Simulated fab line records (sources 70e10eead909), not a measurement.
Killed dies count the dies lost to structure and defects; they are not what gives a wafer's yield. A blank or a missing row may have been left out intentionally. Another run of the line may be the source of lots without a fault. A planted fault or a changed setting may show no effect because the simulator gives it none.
fab line records ; flow nand-harc
[record] lots = 6; wafers = 17; last-day = 32
route steps=1302 shown A_CONTACT@1105 A_BLC@1107
lots with no fault: from the same line, run without faults
start-h: hours from the record's first day to the start of the lot's first wafer shown ; wait-h: how many hours have passed since the lot's step before this one ; " same as the row above ; L1.1+2: a row that stands for several wafers ; - value missing, or start not given ; * or withheld: withheld ; < > ~ a bound
route shown NAME@n: a module of which the file shows steps, and the number in the route of the first ; usual: mean/standard deviation taken from wafers without a fault ; same: alike in all rows ; chamber/n: place in a boat ; sites: the reading at each site ; _std_site: the values' standard deviation ; _edge_site: mean of outer sites minus mean of inner sites ; radius-mm: for every site, how far away it sits from the centre of the wafer ; mask NAME#n: copy n ; behind: the tool/chamber that last shaped the wafer ; hold: reason for holding the lot/hours on hold/outcome of the hold ; device: the transistor (n, p or np) that didn't switch ; end of line: tests run on the same wafers once the route is complete ; where a step has no rows: the recipe by itself ; killed: dies that structure and defects cost at the first sort, which is not the same as the wafer's yield ; map: a wafer's dies, marking killed ones x, the rest . and places with no die _
set.NAME: the setting as run; set.NAME@STEP: as run at that earlier step ; model.NAME: the simulator's own value behind a step, which no gauge read
lots seen at some steps along the route; tables by step, rows by wafer
services: a tool's chamber out of use, with start hour (start-h, from the record's first day; less than 0 if before it), hours out, and reason
[[steps]]
[step NHARC_A_CONTACT_SRD_22]
[step NHARC_A_CONTACT_INSPECT_23]
[usual] raw-defect-count = 529/140
lot.wafer;tool;chamber;start-h;wait-h;raw-defect-count
L250.1;defect-inspect-02;-;538.30;0.1;476
L250.3;defect-inspect-02;-;538.30;0.1;785
L250.6;defect-inspect-02;-;538.30;0.1;718
L254.4;defect-inspect-02;-;573.00;0.1;442
L254.5;defect-inspect-02;-;573.00;0.1;446
L254.6;defect-inspect-02;-;573.00;0.1;505
L263.2;defect-inspect-02;-;658.11;0.1;646
L263.4;defect-inspect-02;-;658.11;0.1;802
L264.2;defect-inspect-01;-;662.58;0.1;505
L264.3;defect-inspect-01;-;662.58;0.1;388
L264.6;defect-inspect-01;-;662.58;0.1;437
L265.1;defect-inspect-02;-;670.79;0.1;473
L265.4;defect-inspect-02;-;670.79;0.1;601
L265.5;defect-inspect-02;-;670.79;0.1;434
L269.3;defect-inspect-02;-;711.78;0.1;481
L269.4;defect-inspect-02;-;711.78;0.1;402
L269.6;defect-inspect-02;-;711.78;0.1;428
[step NHARC_A_BLC_DEHYDRATE_00]
[recipe] temp-c = 150; time-s = 120
[step NHARC_A_BLC_HMDS_01]
[recipe] time-s = 30
[step NHARC_A_BLC_COAT_02]
[recipe] temp-c = 260; time-s = 75
[step NHARC_A_BLC_COAT_03]
[recipe] temp-c = 225; time-s = 65
[step NHARC_A_BLC_COAT_04]
[recipe] spin-rpm = 1500; resist-thk-nm = 90
[step NHARC_A_BLC_SOFTBAKE_05]
[recipe] temp-c = 105; time-s = 55
[step NHARC_A_BLC_EBR_06]
[step NHARC_A_BLC_EXPOSE_07]
[recipe] na = 1.35; target-cd-nm = 100; dose-mj = 67.97; mask-id = A_BLC
[step NHARC_A_BLC_PEB_08]
[recipe] peb-temp-c = 100; peb-time-s = 65
[step NHARC_A_BLC_DEVELOP_09]
[recipe] develop-time-s = 35; dev-temp-c = 23
lot.wafer;tool;chamber;start-h;wait-h
L250.1+3+6;litho-track-06;0;538;-
L254.4+5+6;litho-track-06;0;573;-
L263.2+4;litho-track-06;0;658;-
L264.2+3+6;litho-track-06;0;663;-
L265.1+4+5;litho-track-04;0;671;-
L269.3+4+6;litho-track-01;0;712;-
[step NHARC_A_BLC_CD_MEAS_10]
[recipe] target-cd-nm = 100; landing-energy-ev = 500
[usual] cd-nm = 100.1/0.61
lot.wafer;tool;chamber;start-h;wait-h;cd-nm
L250.1;cd-sem-03;0;538.80;-;100.5
L250.3;cd-sem-03;0;538.80;-;100.9
L250.6;cd-sem-03;0;538.80;-;99.5
L254.4;cd-sem-01;0;573.52;-;100.1
L254.5;cd-sem-01;0;573.52;-;100.7
L254.6;cd-sem-01;0;573.52;-;100.5
L263.2;cd-sem-01;0;658.49;-;102.8
L263.4;cd-sem-01;0;658.49;-;99.8
L264.2;cd-sem-03;0;663.08;-;102.1
L264.3;cd-sem-03;0;663.08;-;102.5
L264.6;cd-sem-03;0;663.08;-;100.1
L265.1;cd-sem-02;0;671.30;-;100.5
L265.4;cd-sem-02;0;671.30;-;100.1
L265.5;cd-sem-02;0;671.30;-;99.7
L269.3;cd-sem-01;0;712.29;-;100.0
L269.4;cd-sem-01;0;712.29;-;99.9
L269.6;cd-sem-01;0;712.29;-;100.9
[step NHARC_A_BLC_OVL_MEAS_11]
[usual] overlay-x-nm = -0.3/0.88; overlay-y-nm = 0.0/0.78
lot.wafer;tool;chamber;start-h;wait-h;overlay-x-nm;overlay-y-nm
L250.1;overlay-02;-;538.90;-;1.4;-0.5
L250.3;overlay-02;-;538.90;-;2.1;-0.5
L250.6;overlay-02;-;538.90;-;2.3;-0.7
L254.4;overlay-01;-;573.60;-;0.6;-0.5
L254.5;overlay-01;-;573.60;-;0.6;-0.5
L254.6;overlay-01;-;573.60;-;0.4;-0.8
L263.2;overlay-02;-;658.58;-;0.0;0.7
L263.4;overlay-02;-;658.58;-;-0.3;0.3
L264.2;overlay-02;-;663.17;-;-1.7;-0.3
L264.3;overlay-02;-;663.17;-;-1.2;-0.6
L264.6;overlay-02;-;663.17;-;-1.2;-0.2
L265.1;overlay-01;-;671.39;-;-0.7;-1.6
L265.4;overlay-01;-;671.39;-;0.2;-1.0
L265.5;overlay-01;-;671.39;-;0.0;-1.2
L269.3;overlay-02;-;712.38;-;-0.3;-1.4
L269.4;overlay-02;-;712.38;-;-0.3;-1.5
L269.6;overlay-02;-;712.38;-;-0.5;-1.0
[step NHARC_A_BLC_INSPECT_12]
[usual] raw-defect-count = 83/39
lot.wafer;tool;chamber;start-h;wait-h;raw-defect-count
L250.1;defect-inspect-01;-;538.94;0.0;71
L250.3;defect-inspect-01;-;538.94;0.0;65
L250.6;defect-inspect-01;-;538.94;0.0;73
L254.4;defect-inspect-02;-;573.64;0.0;103
L254.5;defect-inspect-02;-;573.64;0.0;114
L254.6;defect-inspect-02;-;573.64;0.0;107
L263.2;defect-inspect-01;-;658.62;0.0;66
L263.4;defect-inspect-01;-;658.62;0.0;73
L264.2;defect-inspect-02;-;663.21;0.0;65
L264.3;defect-inspect-02;-;663.21;0.0;77
L264.6;defect-inspect-02;-;663.21;0.0;52
L265.1;defect-inspect-02;-;671.43;0.0;94
L265.4;defect-inspect-02;-;671.43;0.0;71
L265.5;defect-inspect-02;-;671.43;0.0;74
L269.3;defect-inspect-02;-;712.41;0.0;33
L269.4;defect-inspect-02;-;712.41;0.0;29
L269.6;defect-inspect-02;-;712.41;0.0;37
[step NHARC_A_BLC_DESCUM_15]
[recipe] time-s = 3; o2-flow-sccm = 200; ar-flow-sccm = 0; bias-power-w = 0; chemistry = O2
[usual] drypump-motor-current-A = 5.4/0.54; oes-product-au = 0.999/0.012; rf-vpp-V = 57.9/0.94; showerhead-plenum-p-Torr = 1.95/0.099; throttle-valve-pct = 11.311/0.0093
lot.wafer;tool;chamber;start-h;wait-h;drypump-motor-current-A;oes-product-au;rf-hours-counter-h;rf-vpp-V;showerhead-plenum-p-Torr;throttle-valve-pct;model.A_BLC.cd-nm
L250.1;rie-diel-11;1;539.00;0.1;5.0;1.001;7;57.9;2.05;11.320;100.7
L250.3;rie-diel-11;3;539.00;0.1;6.2;1.000;8;56.9;2.00;11.318;99.86
L250.6;rie-diel-11;1;539.00;0.1;5.0;0.992;-;58.0;2.05;11.297;99.61
L254.4;rie-diel-08;2;573.69;0.1;5.0;0.998;1;59.9;1.94;11.309;99.63
L254.6;rie-diel-08;2;573.69;0.1;5.0;0.982;-;56.8;1.94;11.295;100.2
L254.5;rie-diel-08;3;573.69;0.1;5.7;1.017;-;58.3;1.98;11.316;101
L263.2;rie-diel-08;0;658.68;0.1;4.8;1.023;7;56.7;1.79;11.321;102.9
L263.4;rie-diel-08;3;658.68;0.1;5.7;1.004;8;57.1;1.98;11.313;99.67
L264.2;rie-diel-11;1;663.27;0.1;5.0;0.983;3;57.7;2.04;11.315;102.6
L264.3;rie-diel-11;0;663.27;0.1;5.4;1.003;4;57.7;1.77;11.306;102.6
L264.6;rie-diel-11;1;663.27;0.1;5.0;0.996;-;58.1;2.04;11.317;100.8
L265.1;rie-diel-11;2;671.50;0.1;6.3;1.005;5;57.3;1.99;11.324;100.5
L265.4;rie-diel-11;2;671.50;0.1;6.3;1.014;-;57.0;1.99;11.317;100.4
L265.5;rie-diel-11;0;671.50;0.1;5.4;1.007;-;57.1;1.77;11.295;100.2
L269.3;rie-diel-08;0;712.47;0.1;4.8;1.017;11;57.3;1.79;11.307;100.4
L269.4;rie-diel-08;3;712.47;0.1;5.7;1.016;11;57.3;1.98;11.305;99.36
L269.6;rie-diel-08;1;712.47;0.1;4.9;0.992;-;57.3;2.05;11.323;100.8
[step NHARC_A_BLC_ETCH_16]
[recipe] target-depth-a = 390; over-etch-frac = 0.3; time-s = 65; ion-energy-ev = 80; cf4-flow-sccm = 150; ar-flow-sccm = 0; rf-w = 300; bias-w = 100; chemistry = CF4
[usual] drypump-motor-current-A = 5.4/0.51; oes-product-au = 0.999/0.012; rf-vpp-V = 151.5/1.3; showerhead-plenum-p-Torr = 1.80/0.084; throttle-valve-pct = 13.284/0.0084
lot.wafer;tool;chamber;start-h;wait-h;drypump-motor-current-A;oes-product-au;rf-hours-counter-h;rf-vpp-V;showerhead-plenum-p-Torr;throttle-valve-pct;model.A_BLC.cd-nm
L250.3;rie-diel-11;1;539.09;0.1;5.0;0.995;7;152.3;1.88;13.300;100.1
L250.1;rie-diel-11;2;539.09;0.1;6.3;0.986;6;152.5;1.84;13.285;101
L250.6;rie-diel-11;0;539.09;0.1;5.4;1.016;-;148.2;1.65;13.285;99.8
L254.4;rie-diel-08;1;573.80;0.1;4.9;0.981;1;152.0;1.89;13.272;99.55
L254.6;rie-diel-08;2;573.80;0.1;5.0;0.996;-;152.3;1.79;13.291;100.4
L254.5;rie-diel-08;3;573.80;0.1;5.7;1.009;-;151.5;1.82;13.263;101.4
L263.2;rie-diel-08;2;658.78;0.1;5.0;0.992;8;152.3;1.79;13.270;102.7
L263.4;rie-diel-08;3;658.78;0.1;5.7;1.005;8;150.6;1.82;13.280;100.3
L264.2;rie-diel-11;2;663.37;0.1;6.3;1.016;4;152.1;1.83;13.289;102.2
L264.3;rie-diel-11;0;663.37;0.1;5.4;1.003;4;148.5;1.64;13.279;101.9
L264.6;rie-diel-11;0;663.37;0.1;5.4;0.998;-;150.9;1.64;13.291;100.4
L265.1;rie-diel-11;2;671.60;0.1;6.3;1.008;5;152.5;1.83;13.281;100.3
L265.4;rie-diel-11;2;671.60;0.1;6.3;1.007;-;151.5;1.83;13.286;100
L265.5;rie-diel-11;0;671.60;0.1;5.4;1.006;-;148.8;1.64;13.285;99.69
L269.4;rie-diel-08;3;712.56;0.1;5.7;1.007;11;152.5;1.82;13.293;99.93
L269.3;rie-diel-08;0;712.56;0.1;4.8;1.016;11;149.8;1.66;13.276;100.5
L269.6;rie-diel-08;2;712.56;0.1;5.0;0.987;-;151.6;1.79;13.285;100.7
[step NHARC_A_BLC_ETCH_17]
[recipe] target-depth-a = 3900; over-etch-frac = 0.25; time-s = 609.38; ion-energy-ev = 200; n2-flow-sccm = 150; h2-flow-sccm = 150; ar-flow-sccm = 0; rf-w = 400; bias-w = 150; chemistry = N2/H2
[usual] drypump-motor-current-A = 5.4/0.52; n2-flow-sccm = 150.0/0.44; oes-product-au = 0.999/0.012; rf-vpp-V = 432/3.1; showerhead-plenum-p-Torr = 2.07/0.11; throttle-valve-pct = 14.171/0.0097
lot.wafer;tool;chamber;start-h;wait-h;drypump-motor-current-A;n2-flow-sccm;oes-product-au;rf-hours-counter-h;rf-vpp-V;showerhead-plenum-p-Torr;throttle-valve-pct
L250.1;rie-diel-11;0;-;-;5.4;149.1;1.006;7;428;1.88;14.174
L250.3;rie-diel-11;2;-;-;6.3;150.3;0.986;7;434;2.13;14.182
L250.6;rie-diel-11;3;-;-;6.2;150.1;0.999;-;433;2.13;14.159
L254.4;rie-diel-08;2;-;-;5.0;149.9;0.991;2;433;2.07;14.171
L254.5;rie-diel-08;2;-;-;5.0;150.3;0.987;-;431;2.07;14.168
L254.6;rie-diel-08;3;-;-;5.7;150.6;1.011;-;434;2.11;14.166
L263.2;rie-diel-08;1;-;-;4.9;150.0;0.993;7;435;2.19;14.185
L263.4;rie-diel-08;2;-;-;5.0;149.4;0.998;8;431;2.07;14.170
L264.2;rie-diel-11;0;-;-;5.4;149.5;1.007;4;427;1.88;14.163
L264.3;rie-diel-11;1;-;-;5.0;150.2;0.992;4;435;2.18;14.190
L264.6;rie-diel-11;1;-;-;5.0;150.3;0.987;-;435;2.18;14.166
L265.1;rie-diel-11;0;-;-;5.4;149.6;0.991;5;426;1.88;14.173
L265.5;rie-diel-11;2;-;-;6.3;150.1;1.010;-;433;2.12;14.151
L265.4;rie-diel-11;0;-;-;5.4;150.3;0.997;-;426;1.88;14.153
L269.3;rie-diel-08;2;-;-;5.0;149.9;0.986;11;431;2.07;14.164
L269.4;rie-diel-08;0;-;-;4.8;150.2;1.021;11;427;1.90;14.155
L269.6;rie-diel-08;1;-;-;4.9;150.1;0.990;-;436;2.19;14.182
[[services]]
tool;chamber;start-h;hours;kind
rie-diel-11;0;515.13;-;clean
rie-diel-11;1;515.13;-;clean
rie-diel-11;2;515.13;-;clean
rie-diel-11;3;515.13;-;clean
rie-diel-11;0;521.21;12.1;repair
litho-track-06;-;529.00;7.0;pm
rie-diel-11;0;539.63;-;clean
rie-diel-11;1;539.63;-;clean
rie-diel-11;2;539.63;-;clean
rie-diel-11;3;539.63;-;clean
rie-diel-08;-;544.80;9.0;pm
litho-track-04;-;553.00;7.0;pm
rie-diel-11;0;564.13;-;clean
rie-diel-11;1;564.13;-;clean
rie-diel-11;2;564.13;-;clean
rie-diel-11;3;564.13;-;clean
rie-diel-11;0;588.63;-;clean
rie-diel-11;1;588.63;-;clean
rie-diel-11;-;609.50;9.0;pm
rie-diel-08;-;627.54;1.7;repair
rie-diel-08;1;630.71;1.6;repair
rie-diel-11;3;641.19;126.5;repair
rie-diel-08;2;667.53;13.4;repair
litho-track-06;-;704.00;7.0;pm
[[key]]
[first-sign] step = NHARC_A_BLC_CD_MEAS_10; reading = cd-nm; direction = up; sigmas = 3.8; usual = 100.1; struck = 102.5
effect none on later readings
[model-effect] step = NHARC_A_BLC_DESCUM_15; value = A_BLC.cd-nm; without = 101.1; struck = 102.7
[model-effect] step = NHARC_A_BLC_ETCH_16; value = A_BLC.cd-nm; without = 100.7; struck = 102.3
met-at NHARC_A_BLC_DEVELOP_09
struck-wafers L263.2,L264.2,L264.3
tester-left-out L263,L264
onset-between 573 658
[fault] kind = process-parameter-drift; tool = litho-track-06; chamber = -; onset-h = 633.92; steps = NHARC_A_BLC_DEVELOP_09; channel = develop-time-s; offset = *; shape = step; end-h = 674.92; scope = struck-wafers-only; acts-in = *; stated = *
// tester-left-out: of these lots the tester's yield and bins aren't shown, on N5 and GAA mostly nor the transistor test; their killed dies are dies lost to structure and defects alone, not to doping, threshold or leakage, so they don't give the yield
